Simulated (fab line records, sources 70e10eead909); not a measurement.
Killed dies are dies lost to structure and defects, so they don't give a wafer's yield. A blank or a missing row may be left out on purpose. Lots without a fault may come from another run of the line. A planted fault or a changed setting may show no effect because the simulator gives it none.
fab line records | flow nand_harc | part 1 of 2: steps 1 to 22 of 34
record lots=5 wafers=15 last_day=33
route steps=1302 shown P_GATE@145
lots that met no fault: from a run of the same line without faults
start_h: hours from the record's first day to the start of the lot's first wafer shown | wait_h: hours since the lot's step before | " the same as in the row above | L1.1+2: a row that stands for several wafers | - no value, or no start given | * or withheld: withheld | < > ~ a bound
route shown NAME@n: a module of which the file shows steps, and the number in the route of the first | usual: mean/standard deviation of fault-free wafers | same: alike in all rows | chamber/n: place in a boat | sites: the reading at each site | _std_site: their standard deviation | _edge_site: outer sites' mean less inner sites' | radius_mm: how far each site lies from the wafer's centre | mask NAME#n: copy n | behind: the tool/chamber that last shaped the wafer | hold: why the lot was held/for how many hours/how that ended | device: the transistor (n, p or np) that didn't switch | end of line: the same wafers' tests at the end of the route | a step without rows: its recipe alone | killed: dies lost to structure and defects at the first sort, not the wafer's yield | map: a wafer's dies, x killed, . not, _ none there
set.NAME: the setting as run; set.NAME@STEP: as run at that earlier step | model.NAME: the simulator's own value behind a step, which no gauge read
lots at some steps of the route; a table a step, a row a wafer
services: from which hour (start_h, from the record's first day; less than 0 if before it) a tool's chamber was out of use, for how many hours, and why
## steps
# step NHARC_P_GATE_ETCH_104
# recipe target_depth_a=600 time_s=withheld cf4_flow_sccm=100 chf3_flow_sccm=30 ar_flow_sccm=0 rf_w=500 bias_w=200 chemistry=CF4/CHF3
# usual bias_w=199.9/0.58 drypump_motor_current_A=5.8/0.47 oes_product_au=0.947/0.023 rf_vpp_V=370.0/2.1 showerhead_plenum_p_Torr=1.56/0.057 throttle_valve_pct=16.802/0.0083
# columns lot.wafer tool chamber start_h wait_h bias_w drypump_motor_current_A oes_product_au rf_vpp_V showerhead_plenum_p_Torr throttle_valve_pct
L079.2 rie_diel-09 2 199.67 0.1 199.9 6.3 0.919 372.4 1.60 16.789
L079.4 " 3 " " 199.8 6.5 0.932 369.1 1.56 16.796
L079.6 " 2 " " 199.7 6.3 0.918 370.4 1.60 16.806
L086.2 rie_diel-11 3 211.61 0.1 199.9 6.3 0.925 372.4 1.65 16.815
L086.6 " 3 " " 199.9 6.3 0.924 373.6 1.65 16.782
L086.5 " 0 " " 199.7 5.8 0.910 372.2 1.62 16.805
L090.2 rie_diel-05 3 255.84 0.1 200.2 6.1 0.975 367.0 1.48 16.812
L090.4 " 1 " " 200.5 5.6 0.970 372.7 1.60 16.801
L090.6 " 0 " " 199.8 6.0 0.981 371.9 1.61 16.784
L095.2 rie_diel-11 2 314.20 0.1 199.3 5.4 0.906 367.9 1.54 16.792
L095.4 " 2 " " 199.0 5.4 0.903 369.2 1.55 16.796
L095.6 " 0 " " 200.3 5.7 0.914 371.1 1.62 16.790
L096.2 rie_diel-05 3 320.77 0.1 200.1 6.1 0.958 367.9 1.48 16.785
L096.4 " 0 " " 200.0 6.0 0.951 372.4 1.61 16.793
L096.1 " 1 " " 200.6 5.5 0.959 371.9 1.60 16.814
# step NHARC_P_GATE_HM_OPEN_105
# recipe target_depth_a=3600 o2_flow_sccm=400 cos_flow_sccm=20 ar_flow_sccm=0 rf_w=500 bias_w=300 chemistry=O2/COS
# usual bias_w=300.0/0.9 drypump_motor_current_A=5.8/0.46 oes_product_au=0.998/0.011 rf_vpp_V=466.7/2.6 showerhead_plenum_p_Torr=3.09/0.11 throttle_valve_pct=28.329/0.009
# columns lot.wafer tool chamber start_h wait_h bias_w drypump_motor_current_A oes_product_au rf_hours_counter_h rf_vpp_V showerhead_plenum_p_Torr throttle_valve_pct
L079.4 rie_diel-09 2 - - 299.8 6.3 0.986 2.0 467.0 3.18 28.329
L079.2 " 3 " " 299.3 6.5 0.991 1.9 466.8 3.09 28.320
L079.6 " 2 " " 298.7 6.3 0.998 - 468.8 3.18 28.325
L086.2 rie_diel-11 1 - - 300.3 5.5 0.996 5.9 461.8 2.92 28.330
L086.6 " 0 " " 300.8 5.8 0.981 - 468.8 3.22 28.325
L086.5 " 1 " " 300.1 5.6 1.000 - 462.3 2.92 28.330
L090.2 rie_diel-05 3 - - 298.9 6.1 0.997 1.2 462.6 2.94 28.327
L090.4 " 1 " " 300.3 5.5 1.021 0.9 469.5 3.17 28.329
L090.6 " 3 " " 298.2 6.1 0.996 - 463.7 2.94 28.331
L095.2 rie_diel-11 0 - - 298.8 5.8 0.999 1.4 470.0 3.21 28.328
L095.6 " 3 " " 300.1 6.3 1.011 - 469.6 3.27 28.329
L095.4 " 0 " " 299.7 5.8 0.997 - 469.2 3.21 28.339
L096.2 rie_diel-05 3 - - 299.4 6.1 0.989 5.3 463.3 2.94 28.326
L096.1 " 0 " " 299.6 6.0 1.002 5.9 468.9 3.20 28.337
L096.4 " 2 " " 299.9 5.1 1.006 4.4 467.4 3.08 28.335
# step NHARC_P_GATE_STRIP_106
# recipe o2_flow_sccm=400 cos_flow_sccm=20 ar_flow_sccm=0 bias_w=0 chemistry=O2/COS
# columns lot.wafer tool chamber start_h wait_h
L079.2+4+6 rie_diel-09 3,1,0 - -
L086.2+5+6 rie_diel-11 3,0,1 - -
L090.4+2+6 rie_diel-05 2,0,2 - -
L095.2+4+6 rie_diel-11 3,3,2 - -
L096.2+1+4 rie_diel-05 1,2,3 - -
# step NHARC_P_GATE_ETCH_114
# recipe target_depth_a=300 overetch_a=30 time_s=16.5 ion_energy_ev=100 cf4_flow_sccm=80 o2_flow_sccm=20 ar_flow_sccm=0 rf_w=300 bias_w=100 chemistry=CF4/O2
# usual bias_w=100.0/0.33 drypump_motor_current_A=5.8/0.47 oes_product_au=0.998/0.0099 rf_vpp_V=197.5/1.3 showerhead_plenum_p_Torr=1.32/0.05 throttle_valve_pct=13.397/0.0088
# same time_s=16.5
# columns lot.wafer tool chamber start_h wait_h bias_w drypump_motor_current_A oes_product_au rf_hours_counter_h rf_vpp_V showerhead_plenum_p_Torr throttle_valve_pct
L079.4 rie_diel-09 0 - - 100.4 6.2 1.005 1.3 195.6 1.24 13.394
L079.2 " 2 " " 99.8 6.3 0.986 2.0 196.6 1.36 13.391
L079.6 " 0 " " 100.3 6.2 0.995 - 195.6 1.24 13.393
L086.2 rie_diel-11 2 - - 100.0 5.4 0.996 5.4 198.3 1.31 13.381
L086.6 " 3 " " 99.6 6.3 1.009 - 198.6 1.40 13.398
L086.5 " 0 " " 100.1 5.7 0.985 - 198.1 1.38 13.405
L090.4 rie_diel-05 3 - - 100.2 6.0 1.002 1.2 197.9 1.26 13.398
L090.2 " 0 " " 100.0 6.0 1.006 1.2 198.8 1.37 13.392
L090.6 " 3 " " 99.6 6.1 1.012 - 194.2 1.26 13.396
L095.2 rie_diel-11 3 - - 99.7 6.3 0.996 4.8 198.4 1.40 13.393
L095.6 " 2 " " 100.5 5.4 0.969 - 197.2 1.31 13.382
L095.4 " 3 " " 100.2 6.3 1.002 - 198.4 1.40 13.401
L096.4 rie_diel-05 1 - - 100.2 5.5 1.017 5.0 197.6 1.36 13.382
L096.2 " 2 " " 99.9 5.0 1.007 4.4 196.6 1.32 13.399
L096.1 " 0 " " 99.8 6.0 1.009 5.9 197.0 1.37 13.397
# step NHARC_P_GATE_ETCH_32
# recipe target_depth_a=1500 over_etch_frac=1 over_etch_ion_energy_ev=40 time_s=100.1 hbr_flow_sccm=150 cl2_flow_sccm=50 rf_w=400 icp_w=400 bias_w=100 chemistry=HBr/Cl2
# usual bias_w=99.9/0.31 drypump_motor_current_A=5.7/0.42 mfc_cl2_sccm=49.98/0.15 oes_product_au=1.004/0.0091 throttle_valve_pct=26.405/0.0098
# same time_s=100.1
# columns lot.wafer tool chamber start_h wait_h bias_w drypump_motor_current_A mfc_cl2_sccm oes_product_au rf_hours_counter_h throttle_valve_pct
L079.2 rie_si-03 0 200.04 - 100.3 5.2 50.00 1.008 0.93 26.416
L079.4 " 1 " " 99.5 6.0 49.84 1.001 0.80 26.412
L079.6 " 1 " " 100.0 6.0 49.99 1.009 - 26.408
L086.2 rie_si-04 3 212.00 - 100.0 5.8 49.83 1.000 0.36 26.389
L086.6 " 2 " " 100.0 5.9 49.90 1.000 - 26.412
L086.5 " 3 " " 99.5 5.8 49.97 1.013 - 26.412
L090.2 rie_si-02 0 256.24 - 100.0 5.6 49.97 1.004 0.91 26.424
L090.4 " 2 " " 99.9 6.0 50.09 1.008 0.70 26.393
L090.6 " 0 " " 100.0 5.6 50.02 1.005 - 26.411
L095.2 rie_si-02 1 314.62 - 100.5 6.0 49.60 0.997 0.09 26.399
L095.4 " 2 " " 100.2 6.0 50.38 0.999 0.10 26.387
L095.6 " 2 " " 100.5 6.0 49.98 1.000 - 26.405
L096.4 rie_si-03 3 321.15 - 99.8 5.6 49.92 0.997 0.62 26.404
L096.2 " 0 " " 99.4 5.2 50.23 1.000 0.52 26.409
L096.1 " 1 " " 100.0 6.0 49.99 0.997 0.45 26.408
# step NHARC_P_GATE_STRIP_108
# recipe o2_flow_sccm=500 ar_flow_sccm=0 bias_w=0 chemistry=O2
# usual drypump_motor_current_A=5.8/0.45 oes_product_au=0.999/0.0098 rf_vpp_V=57.6/0.85 showerhead_plenum_p_Torr=3.50/0.13 throttle_valve_pct=17.036/0.0089
# same bias_w=0
# columns lot.wafer tool chamber start_h wait_h drypump_motor_current_A oes_product_au rf_hours_counter_h rf_vpp_V showerhead_plenum_p_Torr throttle_valve_pct
L079.2 rie_diel-11 1 200.23 - 5.6 1.001 5.8 57.2 3.30 17.016
L079.4 " 2 " " 5.4 0.994 5.3 58.0 3.47 17.033
L079.6 " 0 " " 5.8 0.997 - 58.2 3.63 17.030
L086.2 rie_diel-11 1 212.19 - 5.6 1.001 5.9 57.7 3.30 17.041
L086.5 " 2 " " 5.4 0.993 - 57.3 3.47 17.039
L086.6 " 3 " " 6.3 1.009 - 59.6 3.70 17.029
L090.2 rie_diel-05 0 256.39 - 6.0 1.011 1.2 58.2 3.61 17.027
L090.4 " 2 " " 5.0 1.011 1.0 56.6 3.48 17.034
L090.6 " 1 " " 5.6 1.026 - 57.5 3.58 17.029
L095.2 rie_diel-09 2 314.78 - 6.3 0.993 6.5 57.7 3.59 17.037
L095.6 " 2 " " 6.3 0.988 - 58.3 3.59 17.041
L095.4 " 0 " " 6.2 0.996 - 58.1 3.29 17.031
L096.1 rie_diel-11 0 321.30 - 5.8 0.986 1.7 58.5 3.63 17.041
L096.4 " 1 " " 5.6 0.993 2.2 57.3 3.30 17.037
L096.2 " 2 " " 5.4 0.983 4.9 58.1 3.47 17.050
# step NHARC_P_GATE_CD_MEAS_33
# usual cd_nm=119.7/2.3
# columns lot.wafer tool chamber start_h wait_h cd_nm
L079.2 cd_sem-01 - 200.38 - 122.9
L079.4 " - " " 122.0
L079.6 " - " " 123.6
L086.2 cd_sem-02 - 212.33 - 118.3
L086.5 " - " " 119.1
L086.6 " - " " 120.9
L090.2 cd_sem-03 - 256.57 - 121.6
L090.4 " - " " 119.6
L090.6 " - " " 122.4
L095.2 cd_sem-01 - 314.99 0.2 119.9
L095.4 " - " " 117.6
L095.6 " - " " 119.8
L096.1 cd_sem-03 - 321.47 - 122.4
L096.2 " - " " 121.3
L096.4 " - " " 121.9
# step NHARC_P_GATE_STRIP_35
# recipe time_s=600 temp_c=130 chemistry=SPM
# usual bath_heat_duty_pct=14.5/1.7
# same time_s=600
# columns lot.wafer tool chamber start_h wait_h bath_heat_duty_pct
L079.4 wet_bench-01 5 200.46 0.1 16.1
L079.2 " 7 " " 16.7
L079.6 " 2 " " 11.6
L086.5 wet_bench-01 4 212.41 0.1 15.4
L086.6 " 5 " " 18.0
L086.2 " 1 " " 12.3
L090.6 wet_bench-01 7 256.65 0.1 16.8
L090.2 " 0 " " 16.6
L090.4 " 2 " " 11.1
L095.2 wet_bench-01 3 315.07 0.1 12.8
L095.6 " 4 " " 14.8
L095.4 " 7 " " 17.7
L096.1 wet_bench-01 5 321.58 0.1 17.9
L096.2 " 7 " " 15.2
L096.4 " 0 " " 17.2
# step NHARC_P_GATE_PRECLEAN_73
# recipe time_s=* temp_c=50 bath_age_min=0 chemistry=SC1
# usual bath_heat_duty_pct=6.9/0.88 diw_flow_mL_min=1415/4.4
# same time_s=*
# columns lot.wafer tool chamber start_h wait_h bath_heat_duty_pct diw_flow_mL_min
L079.4 wet_bench-01 5 - - 9.7 1424
L079.2 " 7 " " 9.0 1412
L079.6 " 2 " " 5.3 1425
L086.5 wet_bench-01 4 - - 7.4 1414
L086.6 " 5 " " 7.2 1419
L086.2 " 1 " " 6.1 1416
L090.6 wet_bench-01 7 - - 7.6 1420
L090.2 " 0 " " 8.2 1416
L090.4 " 2 " " 5.0 1412
L095.2 wet_bench-01 3 - - 6.0 1421
L095.6 " 4 " " 6.9 1413
L095.4 " 7 " " 7.4 1410
L096.1 wet_bench-01 5 - - 7.5 1418
L096.2 " 7 " " 7.6 1413
L096.4 " 0 " " 7.2 1420
# step NHARC_P_GATE_SRD_74
# columns lot.wafer tool chamber start_h wait_h
L079.4+2+6 wet_bench-01 5,7,2 - -
L086.5+6+2 wet_bench-01 4,5,1 - -
L090.6+2+4 wet_bench-01 7,0,2 - -
L095.2+6+4 wet_bench-01 3,4,7 - -
L096.1+2+4 wet_bench-01 5,7,0 - -
# step NHARC_P_GATE_ALD_36
# recipe target_thk_a=200 pulse_time_s=60 ald_cycles=223 temp_c=400 material=SiNx
# usual heater_power_w=851/70 precursor_pulse_height_rel=1.000/0.02
# columns lot.wafer tool chamber start_h wait_h heater_power_w precursor_pulse_height_rel
L079.2 ald_sin-02 3 212.44 - 750 1.020
L079.4 " 1 214.61 - 738 1.037
L079.6 " 2 215.69 - 903 1.003
L086.2 ald_sin-02 1 217.86 - 742 0.978
L086.5 " 1 222.09 - 750 1.036
L086.6 " 2 223.15 - 901 0.992
L090.4 ald_sin-04 0 259.24 - 850 1.027
L090.2 " 1 260.30 - 812 0.972
L090.6 " 3 262.44 - 979 0.969
L095.2 ald_sin-02 2 315.52 - 858 1.006
L095.4 " 0 317.63 - 916 0.994
L095.6 " 2 319.75 - 869 0.964
L096.4 ald_sin-04 1 323.05 - 803 0.980
L096.2 " 2 324.09 - 800 0.993
L096.1 " 3 325.13 - 902 1.022
# step NHARC_P_GATE_ETCHBACK_37
# recipe target_depth_a=345 time_s=17.2 chf3_flow_sccm=50 o2_flow_sccm=10 ar_flow_sccm=200 rf_w=500 bias_w=200 chemistry=CHF3/O2
# usual bias_w=199.9/0.55 drypump_motor_current_A=5.8/0.44 oes_product_au=0.939/0.029 rf_vpp_V=370.5/2.2 showerhead_plenum_p_Torr=2.39/0.092 throttle_valve_pct=20.572/0.0089
# same time_s=17.2
# columns lot.wafer tool chamber start_h wait_h bias_w drypump_motor_current_A oes_product_au rf_hours_counter_h rf_vpp_V showerhead_plenum_p_Torr throttle_valve_pct
L079.2 rie_diel-09 1 - - 200.0 5.2 0.926 1.6 368.8 2.35 20.582
L079.6 " 1 " " 200.0 5.2 0.931 - 369.6 2.35 20.579
L079.4 " 3 " " 201.0 6.5 0.917 - 368.5 2.38 20.568
L086.2 rie_diel-11 1 - - 199.4 5.6 0.926 6.5 367.5 2.24 20.566
L086.6 " 2 " " 199.4 5.4 0.922 - 369.5 2.36 20.584
L086.5 " 3 " " 199.6 6.3 0.930 - 372.6 2.52 20.544
L090.4 rie_diel-09 2 - - 199.7 6.3 0.991 4.7 373.3 2.45 20.578
L090.2 " 3 " " 200.2 6.5 0.991 6.2 371.3 2.38 20.580
L090.6 " 1 " " 198.8 5.2 1.000 - 369.0 2.35 20.560
L095.4 rie_diel-05 2 - - 200.2 5.1 1.003 4.4 369.4 2.37 20.568
L095.2 " 1 " " 200.1 5.6 0.999 5.0 372.2 2.44 20.565
L095.6 " 3 " " 200.0 6.1 1.001 - 367.1 2.26 20.574
L096.2 rie_diel-11 2 - - 200.1 5.4 0.909 5.9 368.7 2.36 20.570
L096.4 " 3 " " 200.2 6.3 0.929 5.5 374.0 2.52 20.578
L096.1 " 0 " " 199.7 5.8 0.930 2.3 370.0 2.47 20.567
# step NHARC_P_GATE_STRIP_101
# recipe time_s=20 o2_flow_sccm=500 ar_flow_sccm=0 bias_w=0 chemistry=O2
# usual drypump_motor_current_A=5.8/0.45 oes_product_au=0.999/0.01 rf_vpp_V=57.6/0.96 showerhead_plenum_p_Torr=3.51/0.13 throttle_valve_pct=17.035/0.0082
# same bias_w=0 time_s=20
# columns lot.wafer tool chamber start_h wait_h drypump_motor_current_A oes_product_au rf_hours_counter_h rf_vpp_V showerhead_plenum_p_Torr throttle_valve_pct
L079.2 rie_diel-09 1 221.15 0.1 5.2 0.997 1.6 57.3 3.46 17.042
L079.6 " 0 " " 6.2 1.003 - 58.1 3.30 17.026
L079.4 " 1 " " 5.2 1.004 - 58.2 3.46 17.052
L086.2 rie_diel-11 3 227.48 0.1 6.3 1.014 6.1 56.3 3.70 17.030
L086.6 " 2 " " 5.4 0.985 - 57.1 3.47 17.044
L086.5 " 3 " " 6.3 1.019 - 56.4 3.70 17.040
L090.4 rie_diel-09 0 266.78 0.1 6.2 0.989 5.2 55.4 3.29 17.031
L090.2 " 1 " " 5.2 0.990 4.5 58.6 3.46 17.048
L090.6 " 1 " " 5.2 0.992 - 57.9 3.46 17.029
L095.2 rie_diel-05 1 325.15 0.1 5.6 1.016 5.1 57.1 3.58 17.037
L095.4 " 0 " " 6.1 0.997 6.1 57.9 3.61 17.047
L095.6 " 1 " " 5.6 1.020 - 56.6 3.58 17.032
L096.1 rie_diel-11 0 331.52 0.1 5.8 1.007 2.3 59.6 3.63 17.037
L096.4 " 2 " " 5.4 0.982 5.9 57.6 3.46 17.026
L096.2 " 3 " " 6.3 1.016 5.5 57.4 3.70 17.037
# step NHARC_P_GATE_PRECLEAN_97
# recipe time_s=600 temp_c=120 chemistry=SPM
# usual bath_heat_duty_pct=13.1/1.5
# same time_s=600
# columns lot.wafer tool chamber start_h wait_h bath_heat_duty_pct
L079.4 wet_bench-01 4 221.25 - 12.5
L079.2 " 5 " " 15.8
L079.6 " 1 " " 11.6
L086.6 wet_bench-03 5 227.58 - 13.9
L086.2 " 6 " " 12.7
L086.5 " 7 " " 10.0
L090.6 wet_bench-03 2 266.89 - 14.4
L090.4 " 3 " " 11.7
L090.2 " 4 " " 13.5
L095.6 wet_bench-01 6 325.25 - 13.1
L095.4 " 7 " " 13.2
L095.2 " 1 " " 11.7
L096.4 wet_bench-05 1 331.63 - 12.3
L096.2 " 4 " " 12.6
L096.1 " 5 " " 13.3
# step NHARC_P_GATE_SRD_98
# columns lot.wafer tool chamber start_h wait_h
L079.4+2+6 wet_bench-01 4,5,1 - -
L086.6+2+5 wet_bench-03 5,6,7 - -
L090.6+4+2 wet_bench-03 2,3,4 - -
L095.6+4+2 wet_bench-01 6,7,1 - -
L096.4+2+1 wet_bench-05 1,4,5 - -
# step NHARC_P_GATE_PRECLEAN_99
# recipe time_s=* temp_c=50 bath_age_min=0 chemistry=SC1
# usual bath_heat_duty_pct=6.9/0.85 diw_flow_mL_min=1415/4.4
# same time_s=*
# columns lot.wafer tool chamber start_h wait_h bath_heat_duty_pct diw_flow_mL_min
L079.4 wet_bench-01 4 - - 7.2 1424
L079.2 " 5 " " 8.4 1415
L079.6 " 1 " " 6.2 1411
L086.6 wet_bench-03 5 - - 6.6 1414
L086.2 " 6 " " 7.2 1418
L086.5 " 7 " " 5.4 1412
L090.6 wet_bench-03 2 - - 6.9 1416
L090.4 " 3 " " 6.1 1416
L090.2 " 4 " " 7.8 1411
L095.6 wet_bench-01 6 - - 7.1 1411
L095.4 " 7 " " 8.1 1413
L095.2 " 1 " " 6.3 1412
L096.4 wet_bench-05 1 - - 6.6 1406
L096.2 " 4 " " 6.3 1413
L096.1 " 5 " " 7.2 1422
# step NHARC_P_GATE_SRD_100
# columns lot.wafer tool chamber start_h wait_h
L079.4+2+6 wet_bench-01 4,5,1 - -
L086.6+2+5 wet_bench-03 5,6,7 - -
L090.6+4+2 wet_bench-03 2,3,4 - -
L095.6+4+2 wet_bench-01 6,7,1 - -
L096.4+2+1 wet_bench-05 1,4,5 - -
# step NHARC_P_GATE_DEHYDRATE_38
# recipe temp_c=150 time_s=120
# same time_s=120
# columns lot.wafer tool chamber start_h wait_h
L079.2+4+6 litho_track-05 0 221.64 -
L086.2+5+6 litho_track-05 0 228.07 -
L090.2+4+6 litho_track-03 0 267.28 -
L095.2+4+6 litho_track-07 0 325.73 -
L096.1+2+4 litho_track-05 0 332.02 -
# step NHARC_P_GATE_HMDS_39
# recipe time_s=30
# same time_s=30
# columns lot.wafer tool chamber start_h wait_h
L079.2+4+6 litho_track-05 0 - -
L086.2+5+6 litho_track-05 0 - -
L090.2+4+6 litho_track-03 0 - -
L095.2+4+6 litho_track-07 0 - -
L096.1+2+4 litho_track-05 0 - -
# step NHARC_P_GATE_COAT_40
# recipe spin_rpm=3000
# columns lot.wafer tool chamber start_h wait_h
L079.2+4+6 litho_track-05 0 - -
L086.2+5+6 litho_track-05 0 - -
L090.2+4+6 litho_track-03 0 - -
L095.2+4+6 litho_track-07 0 - -
L096.1+2+4 litho_track-05 0 - -
# step NHARC_P_GATE_SOFTBAKE_41
# recipe temp_c=122 time_s=95
# same time_s=95
# columns lot.wafer tool chamber start_h wait_h
L079.2+4+6 litho_track-05 0 - -
L086.2+5+6 litho_track-05 0 - -
L090.2+4+6 litho_track-03 0 - -
L095.2+4+6 litho_track-07 0 - -
L096.1+2+4 litho_track-05 0 - -
# step NHARC_P_GATE_EBR_42
# columns lot.wafer tool chamber start_h wait_h
L079.2+4+6 litho_track-05 0 - -
L086.2+5+6 litho_track-05 0 - -
L090.2+4+6 litho_track-03 0 - -
L095.2+4+6 litho_track-07 0 - -
L096.1+2+4 litho_track-05 0 - -
